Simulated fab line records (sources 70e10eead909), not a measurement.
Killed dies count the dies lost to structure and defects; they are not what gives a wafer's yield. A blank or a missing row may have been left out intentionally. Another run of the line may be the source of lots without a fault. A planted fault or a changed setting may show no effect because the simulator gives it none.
fab line records    flow nand_harc
record: lots: 24  wafers: 72  last_day: 33
route steps=1302 shown P_M1@302 P_M2@329 P_BONDPAD@365
lots that met no fault: taken from a fault-free run of the same line
start_h: hours from the record's first day to the start of the lot's first wafer shown    wait_h: hours since the lot's step before    " unchanged from the row above    L1.1+2: one row covering several wafers at once    - no value, or no start given    * or withheld: withheld    < > ~ a bound
route shown NAME@n: a module of which the file shows steps, and the number in the route of the first    usual: mean and standard deviation over wafers with no fault    same: alike in all rows    chamber/n: place in a boat    sites: readings site by site    _std_site: standard deviation across them    _edge_site: inner sites' mean taken away from outer sites' mean    radius_mm: how far each site lies from the wafer's centre    mask NAME#n: copy n    behind: the tool/chamber that last shaped the wafer    hold: why the lot was held/for how many hours/how that ended    device: which transistor (n, p or np) failed to switch    end of line: the same wafers' tests at the end of the route    a step with no rows: only its recipe    killed: not the wafer's yield, but the dies lost to structure and defects at the first sort    map: a wafer's dies, marking killed ones x, the rest . and places with no die _
set.NAME: the run value of the setting; set.NAME@STEP: its run value at that earlier step    model.NAME: the simulator's own value behind a step, which no gauge read
steps of the route over a sample of lots; a table a step, a row a wafer
services: a tool's chamber out of use, with start hour (start_h, from the record's first day; less than 0 if before it), hours out, and reason
== steps ==
step: NHARC_P_M1_STRIP_18
recipe: power_w: 1000  n2_flow_sccm: 150  h2_flow_sccm: 150  ar_flow_sccm: 0  bias_w: 0  chemistry: N2/H2
usual: drypump_motor_current_A: 5.7/0.42  oes_product_au: 1.004/0.011  rf_vpp_V: 91.0/0.96  showerhead_plenum_p_Torr: 2.10/0.076  throttle_valve_pct: 14.172/0.0086
lot.wafer  tool         chamber  start_h  wait_h  drypump_motor_current_A  oes_product_au  rf_hours_counter_h  rf_vpp_V  showerhead_plenum_p_Torr  throttle_valve_pct
L074.2     rie_diel-01  1        130.37   0.1     5.3                      1.023           7                   92.2      2.20                      14.169
L074.6     "            2        "        "       5.6                      1.021           -                   92.1      2.14                      14.165
L074.5     "            3        "        "       6.0                      1.016           -                   89.9      2.07                      14.178
L076.2     rie_diel-05  0        147.23   0.1     5.2                      1.011           6                   90.1      2.07                      14.169
L076.1     "            2        "        "       6.4                      0.999           7                   89.6      1.97                      14.173
L076.6     "            3        "        "       6.0                      1.014           -                   92.0      2.13                      14.166
L077.2     rie_diel-09  2        156.46   0.1     5.6                      0.978           2                   89.9      1.92                      14.178
L077.1     "            3        "        "       6.3                      0.988           1                   91.9      2.22                      14.149
L077.5     "            1        "        "       6.3                      0.985           -                   92.2      2.20                      14.162
L078.3     rie_diel-01  0        163.75   0.1     5.1                      1.016           11                  91.2      2.05                      14.192
L078.2     "            1        "        "       5.3                      1.009           9                   91.7      2.20                      14.184
L078.6     "            3        "        "       6.0                      1.009           -                   91.1      2.07                      14.174
L079.4     rie_diel-01  3        174.41   0.1     5.9                      1.025           12                  91.1      2.07                      14.165
L079.3     "            2        "        "       5.6                      1.024           11                  91.4      2.14                      14.171
L079.5     "            0        "        "       5.1                      1.013           -                   90.8      2.05                      14.165
L075.2     rie_diel-01  3        185.45   0.1     6.0                      1.004           13                  91.5      2.07                      14.175
L075.1     "            0        "        "       5.1                      1.019           12                  90.7      2.05                      14.174
L075.3     "            1        "        "       5.3                      1.012           10                  91.5      2.20                      14.183
L080.3     rie_diel-09  1        188.51   0.1     6.3                      0.980           10                  93.0      2.19                      14.189
L080.1     "            3        "        "       6.3                      1.002           12                  92.1      2.21                      14.160
L080.5     "            0        "        "       5.9                      0.997           -                   90.8      2.21                      14.158
L081.3     rie_diel-05  3        195.97   0.1     6.0                      1.024           10                  90.6      2.13                      14.168
L081.2     "            0        "        "       5.2                      1.011           10                  90.4      2.07                      14.172
L081.5     "            3        "        "       6.0                      1.020           -                   93.3      2.13                      14.173
L082.4     rie_diel-01  2        203.30   0.1     5.6                      1.011           13                  91.1      2.14                      14.179
L082.2     "            3        "        "       6.0                      1.012           14                  92.1      2.07                      14.182
L082.1     "            0        "        "       5.2                      1.022           13                  90.3      2.05                      14.170
L083.2     rie_diel-05  3        223.54   0.1     6.0                      1.010           12                  90.9      2.13                      14.166
L083.1     "            0        "        "       5.2                      1.006           12                  91.7      2.07                      14.165
L083.6     "            2        "        "       6.3                      1.000           -                   90.2      1.97                      14.169
L084.1     rie_diel-05  1        225.56   0.1     5.7                      0.995           13                  90.1      2.15                      14.172
L084.2     "            2        "        "       6.4                      1.006           14                  91.3      1.97                      14.161
L084.6     "            2        "        "       6.4                      1.002           -                   91.1      1.97                      14.169
L085.3     rie_diel-05  1        244.62   0.1     5.7                      0.994           1                   92.2      2.15                      14.176
L085.1     "            3        "        "       6.0                      1.007           1                   91.8      2.13                      14.175
L085.6     "            2        "        "       6.4                      1.025           -                   90.5      1.97                      14.175
L086.3     rie_diel-05  3        249.41   0.1     6.0                      0.998           2                   90.4      2.13                      14.175
L086.1     "            0        "        "       5.2                      1.001           1                   90.1      2.07                      14.176
L086.5     "            2        "        "       6.4                      1.007           -                   90.1      1.97                      14.176
L087.4     rie_diel-05  0        268.23   0.1     5.2                      1.011           3                   92.5      2.07                      14.180
L087.1     "            3        "        "       6.1                      1.012           3                   91.6      2.13                      14.171
L087.6     "            0        "        "       5.2                      1.012           -                   91.1      2.07                      14.167
L088.1     rie_diel-05  3        269.02   0.1     6.0                      1.009           3                   92.2      2.12                      14.161
L088.6     "            2        "        "       6.3                      1.019           -                   90.1      1.97                      14.165
L088.5     "            3        "        "       6.1                      1.005           -                   91.0      2.12                      14.174
L090.3     rie_diel-05  0        282.07   0.1     5.2                      0.996           5                   91.5      2.07                      14.179
L090.1     "            3        "        "       6.0                      1.001           5                   91.1      2.12                      14.169
L090.6     "            1        "        "       5.7                      0.986           -                   90.3      2.15                      14.174
L089.1     rie_diel-05  1        283.07   0.1     5.7                      0.997           4                   89.7      2.15                      14.180
L089.4     "            2        "        "       6.3                      1.014           4                   89.6      1.97                      14.162
L089.5     "            0        "        "       5.2                      0.999           -                   89.9      2.07                      14.155
L091.4     rie_diel-01  2        291.29   0.1     5.7                      0.999           4                   91.2      2.14                      14.178
L091.2     "            3        "        "       6.0                      0.997           5                   90.5      2.07                      14.178
L091.6     "            3        "        "       6.0                      1.002           -                   89.9      2.07                      14.177
L092.4     rie_diel-05  2        300.72   0.1     6.4                      1.004           6                   92.1      1.97                      14.160
L092.2     "            3        "        "       6.0                      1.007           6                   91.2      2.12                      14.172
L092.3     "            0        "        "       5.2                      1.002           7                   91.0      2.07                      14.166
L093.3     rie_diel-05  3        312.77   0.1     6.0                      1.000           7                   90.6      2.12                      14.159
L093.6     "            0        "        "       5.2                      1.001           -                   88.8      2.07                      14.172
L093.5     "            1        "        "       5.7                      0.988           -                   92.8      2.15                      14.175
L094.1     rie_diel-01  2        326.77   0.1     5.6                      0.983           7                   92.5      2.14                      14.166
L094.5     "            1        "        "       5.3                      1.011           -                   94.0      2.20                      14.164
L094.4     "            2        "        "       5.6                      0.984           -                   90.5      2.14                      14.170
L095.1     rie_diel-05  2        337.13   0.1     6.4                      1.004           9                   90.7      1.97                      14.178
L095.5     "            0        "        "       5.2                      0.992           -                   91.2      2.07                      14.175
L095.6     "            1        "        "       5.7                      0.985           -                   91.3      2.15                      14.160
L096.1     rie_diel-05  1        343.72   0.1     5.7                      0.997           10                  91.0      2.15                      14.166
L096.3     "            3        "        "       6.0                      0.994           10                  91.1      2.12                      14.183
L096.5     "            1        "        "       5.7                      0.980           -                   90.7      2.15                      14.189
L097.1     rie_diel-01  1        353.43   0.1     5.3                      1.012           9                   92.5      2.20                      14.176
L097.3     "            2        "        "       5.6                      0.997           9                   91.8      2.14                      14.166
L097.6     "            2        "        "       5.6                      0.996           -                   92.0      2.14                      14.164
step: NHARC_P_M2_OVL_MEAS_10
recipe: pitch_nm: 340
usual: overlay_x_nm: 0.0/0.77  overlay_y_nm: 0.0/0.69
lot.wafer  tool        chamber  start_h  wait_h  overlay_x_nm  overlay_y_nm
L074.2     overlay-02  -        134.03   -       -1.0          0.8
L074.5     "           -        "        "       -1.0          0.2
L074.6     "           -        "        "       -1.2          0.5
L076.1     overlay-01  -        150.88   -       0.7           0.4
L076.2     "           -        "        "       0.9           0.3
L076.6     "           -        "        "       0.5           0.2
L077.1     overlay-02  -        160.07   -       0.7           -0.5
L077.2     "           -        "        "       -0.2          0.0
L077.5     "           -        "        "       0.2           -0.2
L078.2     overlay-01  -        167.36   -       1.3           -0.3
L078.3     "           -        "        "       0.5           0.6
L078.6     "           -        "        "       0.7           -0.5
L079.3     overlay-02  -        177.97   -       0.1           -0.4
L079.4     "           -        "        "       -0.4          0.2
L079.5     "           -        "        "       0.0           0.4
L075.1     overlay-01  -        189.16   -       -1.0          -0.2
L075.2     "           -        "        "       -0.4          0.0
L075.3     "           -        "        "       -0.9          -0.4
L080.1     overlay-02  -        192.49   -       0.8           -1.7
L080.3     "           -        "        "       0.6           -1.0
L080.5     "           -        "        "       0.4           -1.6
L081.2     overlay-02  -        199.64   -       0.5           -0.4
L081.3     "           -        "        "       0.6           -0.8
L081.5     "           -        "        "       0.0           -1.1
L082.1     overlay-01  -        206.95   -       0.6           -0.8
L082.2     "           -        "        "       -0.1          -0.5
L082.4     "           -        "        "       0.6           0.0
L083.1     overlay-02  -        227.19   -       -0.9          -0.7
L083.2     "           -        "        "       -1.3          -0.5
L083.6     "           -        "        "       -1.4          0.0
L084.1     overlay-02  -        229.25   -       0.1           0.7
L084.2     "           -        "        "       1.0           1.4
L084.6     "           -        "        "       0.5           0.5
L085.1     overlay-01  -        248.36   -       0.9           -0.4
L085.3     "           -        "        "       0.8           -0.6
L085.6     "           -        "        "       0.3           -0.4
L086.1     overlay-02  -        253.07   -       0.4           0.7
L086.3     "           -        "        "       0.1           0.9
L086.5     "           -        "        "       0.3           0.6
L087.1     overlay-02  -        271.96   -       -0.3          -0.3
L087.4     "           -        "        "       -0.1          -0.1
L087.6     "           -        "        "       -0.1          -0.2
L088.1     overlay-02  -        272.74   -       -1.7          0.5
L088.5     "           -        "        "       -1.4          0.3
L088.6     "           -        "        "       -1.2          0.6
L090.1     overlay-02  -        285.78   -       0.0           0.5
L090.3     "           -        "        "       -0.4          0.8
L090.6     "           -        "        "       -0.8          1.3
L089.1     overlay-01  -        286.69   -       -0.7          1.4
L089.4     "           -        "        "       -1.1          1.3
L089.5     "           -        "        "       -0.6          0.6
L091.2     overlay-01  -        295.08   -       0.8           -0.2
L091.4     "           -        "        "       0.3           -0.3
L091.6     "           -        "        "       0.7           -0.4
L092.2     overlay-02  -        304.44   -       -0.3          -0.9
L092.3     "           -        "        "       -0.9          -1.1
L092.4     "           -        "        "       0.1           -1.2
L093.3     overlay-02  -        316.27   -       -0.5          -0.6
L093.5     "           -        "        "       -0.8          -0.2
L093.6     "           -        "        "       -0.1          -0.3
L094.1     overlay-01  -        330.52   -       -0.9          0.5
L094.4     "           -        "        "       -0.8          0.3
L094.5     "           -        "        "       -1.2          0.6
L095.1     overlay-02  -        340.98   -       0.8           0.2
L095.5     "           -        "        "       0.0           -0.1
L095.6     "           -        "        "       0.3           0.1
L096.1     overlay-01  -        347.62   -       1.9           0.0
L096.3     "           -        "        "       1.7           0.2
L096.5     "           -        "        "       1.5           -0.1
L097.1     overlay-02  -        357.09   -       0.5           0.5
L097.3     "           -        "        "       0.2           0.3
L097.6     "           -        "        "       0.4           0.9
step: NHARC_P_M2_ANNEAL_31
recipe: temp_c: 225  time_s: 90
usual: wafer_temp_C_max: 225.95/0.28
lot.wafer  tool           chamber  start_h  wait_h  wafer_temp_C_max
L074.2     rtp_anneal-01  0        135.95   -       226.42
L074.5     "              0        "        "       225.94
L074.6     "              0        "        "       226.21
L076.1     rtp_anneal-01  0        152.74   0.3     226.72
L076.2     "              0        "        "       225.84
L076.6     "              0        "        "       225.67
L077.1     rtp_anneal-01  0        162.31   -       226.01
L077.2     "              0        "        "       226.13
L077.5     "              0        "        "       226.02
L078.2     rtp_anneal-01  0        169.31   0.4     225.92
L078.3     "              0        "        "       225.81
L078.6     "              0        "        "       225.92
L079.3     rtp_anneal-02  0        179.94   0.3     225.83
L079.4     "              0        "        "       225.94
L079.5     "              0        "        "       225.92
L075.1     rtp_anneal-02  0        191.01   -       225.65
L075.2     "              0        "        "       225.92
L075.3     "              0        "        "       225.79
L080.1     rtp_anneal-02  0        194.47   0.3     225.59
L080.3     "              0        "        "       225.20
L080.5     "              0        "        "       225.49
L081.2     rtp_anneal-01  0        201.55   0.4     226.04
L081.3     "              0        "        "       226.34
L081.5     "              0        "        "       225.73
L082.1     rtp_anneal-02  0        208.80   -       225.96
L082.2     "              0        "        "       226.07
L082.4     "              0        "        "       225.76
L083.1     rtp_anneal-01  0        230.88   0.3     226.55
L083.2     "              0        "        "       225.79
L083.6     "              0        "        "       226.68
L084.1     rtp_anneal-01  0        231.60   -       225.87
L084.2     "              0        "        "       226.36
L084.6     "              0        "        "       226.00
L085.1     rtp_anneal-02  0        250.26   0.3     225.96
L085.3     "              0        "        "       225.47
L085.6     "              0        "        "       225.42
L086.1     rtp_anneal-02  0        254.92   -       225.62
L086.3     "              0        "        "       225.65
L086.5     "              0        "        "       225.72
L087.1     rtp_anneal-01  0        273.80   -       226.00
L087.4     "              0        "        "       226.46
L087.6     "              0        "        "       226.65
L088.1     rtp_anneal-02  0        274.60   0.3     225.90
L088.5     "              0        "        "       225.68
L088.6     "              0        "        "       225.63
L090.1     rtp_anneal-01  0        287.64   0.3     225.96
L090.3     "              0        "        "       225.79
L090.6     "              0        "        "       226.15
L089.1     rtp_anneal-02  0        288.68   -       225.85
L089.4     "              0        "        "       225.67
L089.5     "              0        "        "       225.81
L091.2     rtp_anneal-01  0        297.19   0.3     226.00
L091.4     "              0        "        "       226.22
L091.6     "              0        "        "       226.27
L092.2     rtp_anneal-02  0        306.40   0.4     225.90
L092.3     "              0        "        "       225.93
L092.4     "              0        "        "       225.95
L093.3     rtp_anneal-01  0        318.28   0.3     225.74
L093.5     "              0        "        "       225.79
L093.6     "              0        "        "       225.81
L094.1     rtp_anneal-01  0        332.42   0.3     226.23
L094.4     "              0        "        "       226.24
L094.5     "              0        "        "       226.16
L095.1     rtp_anneal-01  0        343.09   0.3     226.10
L095.5     "              0        "        "       225.92
L095.6     "              0        "        "       225.95
L096.1     rtp_anneal-02  0        349.47   -       225.68
L096.3     "              0        "        "       225.82
L096.5     "              0        "        "       225.80
L097.1     rtp_anneal-01  0        358.98   0.3     226.33
L097.3     "              0        "        "       226.19
L097.6     "              0        "        "       226.32
step: NHARC_P_BONDPAD_OVL_MEAS_38
usual: overlay_x_nm: 0/4.8  overlay_y_nm: 2/5.4
lot.wafer  tool        chamber  start_h  wait_h  overlay_x_nm  overlay_y_nm
L074.2     overlay-02  -        138.59   -       1             3
L074.5     "           -        "        "       1             3
L074.6     "           -        "        "       1             3
L076.1     overlay-02  -        155.30   -       -4            4
L076.2     "           -        "        "       -4            4
L076.6     "           -        "        "       -3            4
L077.1     overlay-01  -        164.87   -       -7            0
L077.2     "           -        "        "       -8            0
L077.5     "           -        "        "       -7            1
L078.2     overlay-01  -        171.95   -       1             9
L078.3     "           -        "        "       1             9
L078.6     "           -        "        "       0             9
L079.3     overlay-01  -        182.39   -       10            -1
L079.4     "           -        "        "       10            0
L079.5     "           -        "        "       10            -1
L075.1     overlay-01  -        193.82   -       -3            -4
L075.2     "           -        "        "       -4            -4
L075.3     "           -        "        "       -4            -4
L080.1     overlay-02  -        197.30   -       -1            2
L080.3     "           -        "        "       -1            2
L080.5     "           -        "        "       -1            1
L081.2     overlay-01  -        204.19   -       8             -7
L081.3     "           -        "        "       8             -7
L081.5     "           -        "        "       8             -6
L082.1     overlay-01  -        211.48   -       -1            0
L082.2     "           -        "        "       -1            0
L082.4     "           -        "        "       -1            0
L083.1     overlay-02  -        233.45   -       2             -1
L083.2     "           -        "        "       2             -1
L083.6     "           -        "        "       2             0
L084.1     overlay-01  -        234.30   -       3             -3
L084.2     "           -        "        "       2             -2
L084.6     "           -        "        "       2             -3
L085.1     overlay-02  -        252.96   -       6             -2
L085.3     "           -        "        "       6             -2
L085.6     "           -        "        "       6             -2
L086.1     overlay-02  -        257.52   -       -11           20
L086.3     "           -        "        "       -11           20
L086.5     "           -        "        "       -11           20
L087.1     overlay-01  -        277.01   -       -1            5
L087.4     "           -        "        "       -1            5
L087.6     "           -        "        "       -1            5
L088.1     overlay-02  -        277.29   -       -3            0
L088.5     "           -        "        "       -3            0
L088.6     "           -        "        "       -2            0
L090.1     overlay-01  -        290.32   -       -2            1
L090.3     "           -        "        "       -2            1
L090.6     "           -        "        "       -2            1
L089.1     overlay-02  -        291.37   -       -3            -4
L089.4     "           -        "        "       -3            -3
L089.5     "           -        "        "       -3            -3
L091.2     overlay-02  -        299.83   -       -1            -1
L091.4     "           -        "        "       -1            -1
L091.6     "           -        "        "       -1            -1
L092.2     overlay-02  -        308.93   -       -4            2
L092.3     "           -        "        "       -4            2
L092.4     "           -        "        "       -4            2
L093.3     overlay-01  -        320.73   -       7             4
L093.5     "           -        "        "       7             5
L093.6     "           -        "        "       6             5
L094.1     overlay-02  -        335.21   -       3             8
L094.4     "           -        "        "       3             10
L094.5     "           -        "        "       3             10
L095.1     overlay-02  -        345.78   -       6             -5
L095.5     "           -        "        "       7             -6
L095.6     "           -        "        "       6             -5
L096.1     overlay-01  -        352.15   -       1             3
L096.3     "           -        "        "       1             3
L096.5     "           -        "        "       2             3
L097.1     overlay-02  -        361.55   -       -3            5
L097.3     "           -        "        "       -3            5
L097.6     "           -        "        "       -3            5
step: NHARC_P_BONDPAD_ETCH_37
recipe: target_depth_a: 600  overetch_a: 180  time_s: 65.91  ion_energy_ev: 200  n2_flow_sccm: 150  h2_flow_sccm: 150  ar_flow_sccm: 0  rf_w: 400  bias_w: 150  chemistry: N2/H2
usual: drypump_motor_current_A: 5.8/0.35  oes_product_au: 1.000/0.01  rf_vpp_V: 432.6/2.3  showerhead_plenum_p_Torr: 2.11/0.079  throttle_valve_pct: 14.171/0.009
lot.wafer  tool         chamber  start_h  wait_h  drypump_motor_current_A  oes_product_au  rf_hours_counter_h  rf_vpp_V  showerhead_plenum_p_Torr  throttle_valve_pct
L074.2     rie_diel-03  1        138.80   0.1     5.8                      1.021           1.6                 431.9     2.17                      14.183
L074.6     "            1        "        "       5.8                      1.010           -                   433.6     2.17                      14.162
L074.5     "            2        "        "       5.3                      1.021           -                   427.6     1.93                      14.164
L076.1     rie_diel-03  3        155.51   0.1     6.0                      0.986           2.6                 432.2     2.14                      14.189
L076.2     "            1        "        "       5.8                      1.008           1.9                 435.4     2.17                      14.187
L076.6     "            0        "        "       5.0                      0.995           -                   435.4     2.19                      14.154
L077.2     rie_diel-02  1        165.08   0.1     6.1                      1.004           7.1                 431.8     2.06                      14.178
L077.1     "            2        "        "       6.1                      1.008           6.5                 433.7     2.14                      14.162
L077.5     "            0        "        "       6.0                      1.004           -                   434.4     2.15                      14.164
L078.2     rie_diel-03  0        172.16   0.1     5.0                      1.003           3.9                 434.5     2.19                      14.171
L078.3     "            2        "        "       5.4                      1.016           4.1                 427.2     1.93                      14.160
L078.6     "            1        "        "       5.9                      0.994           -                   434.3     2.17                      14.175
L079.3     rie_diel-03  2        182.60   0.1     5.4                      1.008           4.4                 425.9     1.93                      14.166
L079.4     "            1        "        "       5.8                      1.007           3.9                 433.7     2.17                      14.176
L079.5     "            3        "        "       6.0                      1.009           -                   433.5     2.14                      14.184
L075.1     rie_diel-02  2        194.03   0.1     6.1                      1.012           7.0                 433.8     2.14                      14.165
L075.2     "            3        "        "       6.1                      1.012           6.9                 431.6     2.07                      14.184
L075.3     "            0        "        "       6.1                      1.001           7.6                 434.4     2.15                      14.167
L080.1     rie_diel-03  3        197.52   0.1     6.0                      1.002           5.5                 433.4     2.14                      14.158
L080.3     "            0        "        "       5.0                      0.995           5.5                 436.1     2.19                      14.168
L080.5     "            1        "        "       5.8                      1.002           -                   434.3     2.17                      14.176
L081.3     rie_diel-10  1        204.40   0.1     5.9                      0.993           2.8                 431.2     2.05                      14.179
L081.2     "            2        "        "       5.8                      0.997           2.7                 434.2     2.20                      14.162
L081.5     "            1        "        "       5.9                      1.005           -                   429.9     2.05                      14.162
L082.4     rie_diel-03  0        211.69   0.1     5.0                      0.993           5.7                 434.1     2.19                      14.174
L082.2     "            1        "        "       5.8                      1.011           5.6                 435.4     2.17                      14.161
L082.1     "            2        "        "       5.4                      1.017           6.3                 427.7     1.93                      14.162
L083.1     rie_diel-10  3        233.67   0.1     6.0                      0.988           3.1                 433.9     2.13                      14.165
L083.2     "            0        "        "       6.0                      1.002           3.1                 434.4     2.16                      14.168
L083.6     "            3        "        "       6.0                      0.990           -                   433.5     2.13                      14.179
L084.1     rie_diel-02  2        234.51   0.1     6.1                      0.998           1.2                 433.8     2.14                      14.166
L084.2     "            3        "        "       6.1                      1.015           0.9                 430.0     2.07                      14.167
L084.6     "            2        "        "       6.1                      1.000           -                   433.4     2.14                      14.174
L085.1     rie_diel-10  3        253.18   0.1     6.0                      0.980           0.0                 432.8     2.13                      14.185
L085.3     "            1        "        "       6.0                      0.982           0.0                 431.9     2.05                      14.172
L085.6     "            2        "        "       5.8                      0.990           -                   434.3     2.20                      14.169
L086.1     rie_diel-03  1        257.73   0.1     5.8                      1.003           6.7                 434.0     2.17                      14.147
L086.3     "            3        "        "       6.0                      0.998           7.3                 432.6     2.14                      14.161
L086.5     "            1        "        "       5.9                      1.010           -                   435.7     2.16                      14.162
L087.1     rie_diel-03  0        277.22   0.1     5.0                      1.000           8.6                 433.3     2.19                      14.179
L087.4     "            1        "        "       5.9                      1.020           8.0                 433.7     2.16                      14.172
L087.6     "            0        "        "       5.0                      0.995           -                   435.6     2.19                      14.165
L088.1     rie_diel-02  0        277.53   0.1     6.1                      0.990           3.7                 431.9     2.15                      14.177
L088.6     "            2        "        "       6.1                      0.999           -                   432.4     2.14                      14.168
L088.5     "            0        "        "       6.0                      0.986           -                   432.3     2.15                      14.161
L090.3     rie_diel-03  1        290.53   0.1     5.9                      0.991           0.0                 434.5     2.16                      14.169
L090.1     "            0        "        "       5.0                      1.005           0.0                 433.7     2.19                      14.177
L090.6     "            1        "        "       5.9                      0.992           -                   433.4     2.16                      14.172
L089.4     rie_diel-02  2        291.58   0.1     6.1                      1.005           5.7                 433.6     2.14                      14.176
L089.1     "            0        "        "       6.0                      1.009           4.7                 433.9     2.15                      14.151
L089.5     "            2        "        "       6.1                      0.997           -                   432.9     2.14                      14.168
L091.4     rie_diel-10  2        300.52   0.6     5.7                      0.985           1.5                 434.5     2.20                      14.169
L091.2     "            3        "        "       6.0                      0.987           1.2                 432.5     2.13                      14.168
L091.6     "            1        "        "       5.9                      1.001           -                   431.6     2.05                      14.158
L092.3     rie_diel-10  1        309.14   0.1     6.0                      0.986           1.8                 430.7     2.05                      14.166
L092.4     "            2        "        "       5.7                      0.989           1.7                 434.1     2.20                      14.175
L092.2     "            3        "        "       6.0                      0.988           1.4                 434.3     2.13                      14.158
L093.3     rie_diel-03  1        320.95   0.1     5.8                      1.002           1.0                 432.9     2.16                      14.174
L093.6     "            3        "        "       6.0                      0.997           -                   433.3     2.14                      14.162
L093.5     "            0        "        "       5.0                      1.001           -                   435.0     2.19                      14.161
L094.1     rie_diel-02  0        335.41   0.1     6.0                      1.002           7.7                 432.8     2.15                      14.164
L094.4     "            1        "        "       6.1                      1.011           8.4                 430.5     2.05                      14.170
L094.5     "            0        "        "       6.0                      0.998           -                   434.1     2.15                      14.170
L095.1     rie_diel-10  3        346.01   0.1     6.0                      0.995           2.2                 432.0     2.13                      14.179
L095.5     "            0        "        "       6.0                      1.006           -                   433.9     2.16                      14.163
L095.6     "            1        "        "       5.9                      1.004           -                   430.7     2.05                      14.167
L096.1     rie_diel-10  3        352.36   0.1     6.0                      0.980           2.2                 432.9     2.13                      14.168
L096.3     "            0        "        "       6.0                      1.003           2.0                 434.4     2.16                      14.191
L096.5     "            3        "        "       6.0                      0.981           -                   432.5     2.13                      14.172
L097.3     rie_diel-10  1        361.77   0.1     5.9                      0.996           2.6                 431.9     2.05                      14.185
L097.1     "            3        "        "       6.0                      0.978           2.3                 432.1     2.13                      14.182
L097.6     "            1        "        "       5.9                      0.993           -                   429.8     2.05                      14.171
step: NHARC_P_BONDPAD_CMP_19
recipe: t_overpolish_s: 30  cu_recess_touch_s: 16  target_thk_nm: 160.81
usual: motor_current_A: 12.1/1.9  overpolish_run_s: 29.999/0.0086
lot.wafer  tool    chamber  start_h  wait_h  motor_current_A  overpolish_run_s
L074.2     cmp-04  0        140.75   -       14.4             29.991
L074.5     "       0        "        "       14.1             29.991
L074.6     "       1        "        "       11.9             29.990
L076.2     cmp-04  1        157.45   -       12.1             29.991
L076.1     "       2        "        "       9.7              29.996
L076.6     "       1        "        "       10.7             29.995
L077.1     cmp-04  3        167.07   -       11.7             29.991
L077.2     "       0        "        "       14.1             29.997
L077.5     "       2        "        "       10.4             30.002
L078.3     cmp-04  1        174.15   -       11.5             29.988
L078.2     "       2        "        "       9.9              29.994
L078.6     "       0        "        "       14.6             30.005
L079.3     cmp-01  3        184.61   -       11.6             29.999
L079.4     "       0        "        "       16.2             30.021
L079.5     "       1        "        "       10.9             29.996
L075.2     cmp-01  1        196.00   -       11.3             29.995
L075.3     "       2        "        "       10.8             29.995
L075.1     "       3        "        "       11.6             30.002
L080.1     cmp-01  0        199.49   -       15.6             29.998
L080.3     "       2        "        "       10.3             30.000
L080.5     "       3        "        "       11.5             30.005
L081.3     cmp-03  3        206.35   -       12.0             29.992
L081.2     "       0        "        "       13.8             29.994
L081.5     "       2        "        "       9.1              29.994
L082.1     cmp-01  3        213.65   -       12.0             30.001
L082.2     "       0        "        "       16.2             29.990
L082.4     "       1        "        "       10.8             30.000
L083.1     cmp-03  1        235.62   -       11.9             30.006
L083.2     "       2        "        "       10.3             29.992
L083.6     "       0        "        "       13.8             30.005
L084.1     cmp-03  0        236.61   -       13.7             29.976
L084.2     "       3        "        "       11.6             30.007
L084.6     "       0        "        "       13.9             29.996
L085.3     cmp-01  3        255.15   -       12.3             30.005
L085.1     "       0        "        "       15.9             30.008
L085.6     "       3        "        "       12.6             30.013
L086.1     cmp-04  1        259.71   -       11.4             29.998
L086.3     "       2        "        "       10.2             29.994
L086.5     "       2        "        "       10.3             30.005
L087.4     cmp-03  0        279.15   -       13.7             29.996
L087.1     "       2        "        "       9.8              30.004
L087.6     "       0        "        "       13.4             30.010
L088.1     cmp-04  3        279.57   -       11.4             30.004
L088.5     "       0        "        "       14.9             30.001
L088.6     "       1        "        "       11.5             29.986
L090.3     cmp-01  3        292.50   -       12.4             29.993
L090.1     "       1        "        "       10.9             29.991
L090.6     "       2        "        "       10.0             30.003
L089.4     cmp-01  1        293.55   -       11.0             30.008
L089.1     "       2        "        "       10.0             30.005
L089.5     "       0        "        "       15.9             29.994
L091.4     cmp-03  0        302.68   -       13.6             29.996
L091.2     "       1        "        "       11.3             29.980
L091.6     "       0        "        "       13.4             29.997
L092.3     cmp-03  3        311.11   -       11.8             30.007
L092.4     "       0        "        "       13.3             30.001
L092.2     "       2        "        "       9.9              30.002
L093.3     cmp-01  1        323.01   -       10.7             30.012
L093.5     "       3        "        "       12.0             29.991
L093.6     "       0        "        "       16.2             30.004
L094.1     cmp-04  3        337.35   -       11.2             30.014
L094.4     "       0        "        "       14.5             29.988
L094.5     "       3        "        "       10.9             30.003
L095.1     cmp-04  2        347.97   -       10.3             30.005
L095.6     "       2        "        "       10.1             29.977
L095.5     "       3        "        "       10.6             30.017
L096.3     cmp-04  1        354.32   -       11.9             30.010
L096.1     "       2        "        "       10.1             30.022
L096.5     "       1        "        "       11.6             29.997
L097.3     cmp-01  3        363.71   -       12.1             29.986
L097.1     "       1        "        "       11.5             30.006
L097.6     "       3        "        "       11.8             30.008
== services ==
tool         chamber  start_h  hours  kind
cmp-04       -        112.59   4.0    pm
rie_diel-01  1        122.61   4.4    repair
rie_diel-03  1        142.97   4.0    repair
cmp-04       -        144.46   0.4    repair
rie_diel-01  2        160.62   5.5    repair
cmp-04       -        177.50   1.0    repair
cmp-01       -        187.68   4.0    pm
rie_diel-01  -        203.80   9.0    pm
cmp-04       -        210.72   4.0    pm
rie_diel-05  -        229.79   9.0    pm
cmp-01       -        234.88   0.9    repair
rie_diel-10  3        236.96   3.5    repair
cmp-04       -        260.77   10.2   repair
cmp-01       -        266.81   0.5    repair
cmp-01       -        273.43   3.3    repair
cmp-01       -        279.71   1.9    repair
rie_diel-03  -        281.30   9.0    pm
cmp-01       -        285.68   4.0    pm
cmp-04       -        287.21   9.7    repair
cmp-04       -        308.72   4.0    pm
cmp-01       -        328.49   4.3    repair
cmp-01       -        333.04   0.4    repair
rie_diel-03  0        339.03   10.0   repair
rie_diel-05  1        352.12   3.1    repair
== key ==
fault none
